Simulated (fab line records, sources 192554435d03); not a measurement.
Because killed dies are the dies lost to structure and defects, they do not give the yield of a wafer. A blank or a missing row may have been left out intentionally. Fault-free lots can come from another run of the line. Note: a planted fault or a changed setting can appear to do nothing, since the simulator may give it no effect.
What tool caused it? ; flow n5-finfet ; 28 wafers from 10 lots sampled at 5 of the route's 1938 steps

WHAT EACH GAUGE READ, for each wafer
The record holds no reading of a measuring or inspecting step that can be judged against a usual standard deviation.

WHAT TOOL EACH LOT RAN ON (gives the tool, then ch and the chambers of the sampled wafers, and finally the start)
lot;N5_BEOL_M10_ETCH_62;N5_BEOL_M10_DESCUM_33;N5_BEOL_M10_ETCH_66;N5_BEOL_M10_VIA_ETCH_34;N5_PASSIVATION_PROBE_49
L637;rie-diel-03 ch 1,2, day 11 18:48;rie-diel-02 ch 0,3, day 11 21:38;rie-diel-02 ch 0,3, day 11 21:43;rie-diel-02 ch 0,3, day 11 21:50;-
L636;rie-diel-03 ch 0,1, day 12 11:07;rie-diel-02 ch 0,1,3, day 12 12:48;rie-diel-02 ch 0,1,3, day 12 12:53;rie-diel-02 ch 0,1,3, day 12 13:01;-
L638;rie-diel-02 ch 2,3, day 12 11:41;rie-diel-05 ch 0,2,3, day 12 12:59;rie-diel-05 ch 0,2,3, day 12 13:05;rie-diel-05 ch 0,2,3, day 12 13:12;-
L640;rie-diel-05 ch 0,3, day 12 18:22;rie-diel-05 ch 0,3, day 12 21:16;rie-diel-05 ch 0,3, day 12 21:21;rie-diel-05 ch 0,3, day 12 21:28;-
L642;rie-diel-05 ch 0,1,3, day 13 14:00;rie-diel-02 ch 0,1,2, day 13 17:25;rie-diel-02 ch 0,1,2, day 13 17:30;rie-diel-02 ch 0,1,2, day 13 17:37;-
L645;rie-diel-03 ch 2,3, day 14 11:50;rie-diel-02 ch 0,1, day 14 13:09;rie-diel-02 ch 0,1, day 14 13:14;rie-diel-02 ch 0,1, day 14 13:22;prober-02, day 16 22:11
L648;rie-diel-02 ch 1,3, day 14 21:16;rie-diel-02 ch 0,2,3, day 14 23:12;rie-diel-02 ch 0,2,3, day 14 23:17;rie-diel-02 ch 0,2,3, day 14 23:24;prober-01, day 17 08:31
L649;rie-diel-02 ch 1,2, day 14 21:52;rie-diel-02 ch 0,3, day 15 00:15;rie-diel-02 ch 0,3, day 15 00:20;rie-diel-02 ch 0,3, day 15 00:28;-
L656;rie-diel-05 ch 0,2,3, day 17 02:37;rie-diel-03 ch 0,3, day 17 06:26;rie-diel-03 ch 0,3, day 17 06:31;rie-diel-03 ch 0,3, day 17 06:38;-
L657;rie-diel-03 ch 0,2, day 17 10:25;rie-diel-05 ch 0,1, day 17 14:54;rie-diel-05 ch 0,1, day 17 14:59;rie-diel-05 ch 0,1, day 17 15:07;-
- N5_BEOL_M10_ETCH_62: etches SOC in N2/H2, target depth 110 nm, overetch 22 nm, time 165 s.
- N5_BEOL_M10_DESCUM_33: chemistry O2, time 7.9 s.
- N5_BEOL_M10_ETCH_66: etches SOC in N2/H2, target depth 120 nm, overetch 24 nm, time 180 s.
- N5_BEOL_M10_VIA_ETCH_34: etches SiCOH lowk in C4F6/O2, target depth 184.5 nm, time 69.2 s.
- N5_PASSIVATION_PROBE_49

AS READ BY THE TOOLS THEMSELVES (means over the sampled wafers that have a number; for cases with no such wafer, the mark the record gives instead)
N5_BEOL_M10_ETCH_62.
lot;tool;drypump-motor-current-A (A);oes-product-au (a.u.);rf-vpp-V (V);showerhead-plenum-p-Torr (Torr);throttle-valve-pct (%)
L637;rie-diel-03;6.1;0.68;527.3;2.68;17.90
L636;rie-diel-03;6.5;0.69;525.5;2.60;17.55
L638;rie-diel-02;6.0;0.73;528.2;2.69;17.83
L640;rie-diel-05;6.2;0.60;525.7;2.62;18.03
L642;rie-diel-05;5.7;0.63;523.4;2.57;17.88
L645;rie-diel-03;5.9;0.65;525.4;2.60;18.04
L648;rie-diel-02;5.3;0.67;523.6;2.53;17.97
L649;rie-diel-02;5.5;0.71;523.8;2.58;17.82
L656;rie-diel-05;6.0;0.71;525.6;2.61;17.71
L657;rie-diel-03;6.2;0.67;525.8;2.60;17.83

N5_BEOL_M10_DESCUM_33.
lot;tool;drypump-motor-current-A (A);oes-product-au (a.u.);rf-vpp-V (V);showerhead-plenum-p-Torr (Torr);throttle-valve-pct (%)
L637;rie-diel-02;6.1;0.73;244.2;2.17;20.49
L636;rie-diel-02;5.7;0.77;243.4;2.12;20.48
L638;rie-diel-05;6.0;0.78;244.6;2.16;20.42
L640;rie-diel-05;5.9;0.71;244.2;2.16;20.61
L642;rie-diel-02;5.7;0.80;244.1;2.13;20.42
L645;rie-diel-02;5.6;0.75;243.6;2.09;20.43
L648;rie-diel-02;6.0;0.77;244.1;2.18;20.51
L649;rie-diel-02;6.0;0.74;244.8;2.17;20.56
L656;rie-diel-03;6.3;0.77;242.7;2.10;20.40
L657;rie-diel-05;5.2;0.77;243.9;2.07;20.49

N5_BEOL_M10_ETCH_66.
lot;tool;drypump-motor-current-A (A);oes-product-au (a.u.);rf-vpp-V (V);run-length-s (s);showerhead-plenum-p-Torr (Torr);throttle-valve-pct (%)
L637;rie-diel-02;6.1;0.60;526.7;204.0;2.63;17.92
L636;rie-diel-02;5.7;0.63;523.7;203.8;2.59;17.92
L638;rie-diel-05;6.0;0.63;526.1;203.8;2.62;17.79
L640;rie-diel-05;5.9;0.57;526.7;203.7;2.64;18.07
L642;rie-diel-02;5.7;0.64;525.3;203.5;2.60;17.83
L645;rie-diel-02;5.6;0.65;523.9;194.9;2.54;17.89
L648;rie-diel-02;6.0;0.64;526.3;200.9;2.65;17.92
L649;rie-diel-02;6.0;0.61;526.5;199.8;2.63;18.01
L656;rie-diel-03;6.3;0.62;524.6;203.0;2.55;17.75
L657;rie-diel-05;5.2;0.62;522.9;203.9;2.51;17.78

N5_BEOL_M10_VIA_ETCH_34.
lot;tool;drypump-motor-current-A (A);oes-product-au (a.u.);rf-vpp-V (V);run-length-s (s);showerhead-plenum-p-Torr (Torr);throttle-valve-pct (%)
L637;rie-diel-02;6.1;0.74;679;93.2;2.96;21.05
L636;rie-diel-02;5.7;0.77;673;93.2;2.89;20.98
L638;rie-diel-05;6.0;0.79;670;92.6;2.93;20.86
L640;rie-diel-05;5.9;0.71;671;92.8;2.94;21.10
L642;rie-diel-02;5.8;0.79;672;92.7;2.91;20.92
L645;rie-diel-02;5.6;0.75;671;93.0;2.85;20.93
L648;rie-diel-02;6.0;0.77;677;92.7;2.97;21.06
L649;rie-diel-02;6.0;0.73;678;93.2;2.96;21.11
L656;rie-diel-03;6.3;0.77;669;92.5;2.85;20.83
L657;rie-diel-05;5.2;0.76;664;93.0;2.82;20.91

N5_PASSIVATION_PROBE_49.
lot;tool;defect-limited-yield (%);killed_at_M0_to_M3;killed_at_M4_up;killed-at-contacts;killed-at-front-end;killed-at-other;killed-dies;killed-open;killed-short;sort_bin_5_function (%);sort_bin_6_memory (%);sort-n-pass;sort-yield-pct (%)
L645;prober-02;90.8;48;12;10;35;4.0;109;72;36;5.7;3.2;1071;90.8
L648;prober-01;90.7;39;12;16;37;6.0;110;76;32;5.0;4.1;1070;90.7

THE ANSWER, worked out from the rows above alone
Rule: what is usual is taken from the lots themselves. Put in order of their means at a reading, lots are off if they are a third of the lots or fewer, leave a main group of 4 or more, and stand apart from it by a gap of 3 or more times the standard deviation of the main group's means; of several such gaps the widest counts. The tables above print the reading to a certain number of digits; a main group whose means all agree to those digits is not used. A lot without any number at a reading at which 4 lots or more have one is off too. Where the step has rows for the other lots, those lots are counted as sound. After the gauges, taken in route order, come the tools' own readings; for these a lot's mean is taken, as printed above. At the first step where some lot is off, the reading lying furthest off is the one used; lots without a number count as furthest.
Off at N5_BEOL_M10_ETCH_66 (run-length-s): L645, L648, L649. The main group: mean 203.7 s, standard deviation 0.31.
If a tool, at that step or one of the process steps before it, ran each lot that is off and ran no sound lot following the first of them, it fits. One fits: rie-diel-02 at N5_BEOL_M10_DESCUM_33 and N5_BEOL_M10_ETCH_66. At N5_BEOL_M10_DESCUM_33 its last sound lot is L642 (day 13 17:25), its first lot that is off L645 (day 14 13:09): a fault that began between those two fits.

WHAT THE SIMULATOR HAD INSERTED
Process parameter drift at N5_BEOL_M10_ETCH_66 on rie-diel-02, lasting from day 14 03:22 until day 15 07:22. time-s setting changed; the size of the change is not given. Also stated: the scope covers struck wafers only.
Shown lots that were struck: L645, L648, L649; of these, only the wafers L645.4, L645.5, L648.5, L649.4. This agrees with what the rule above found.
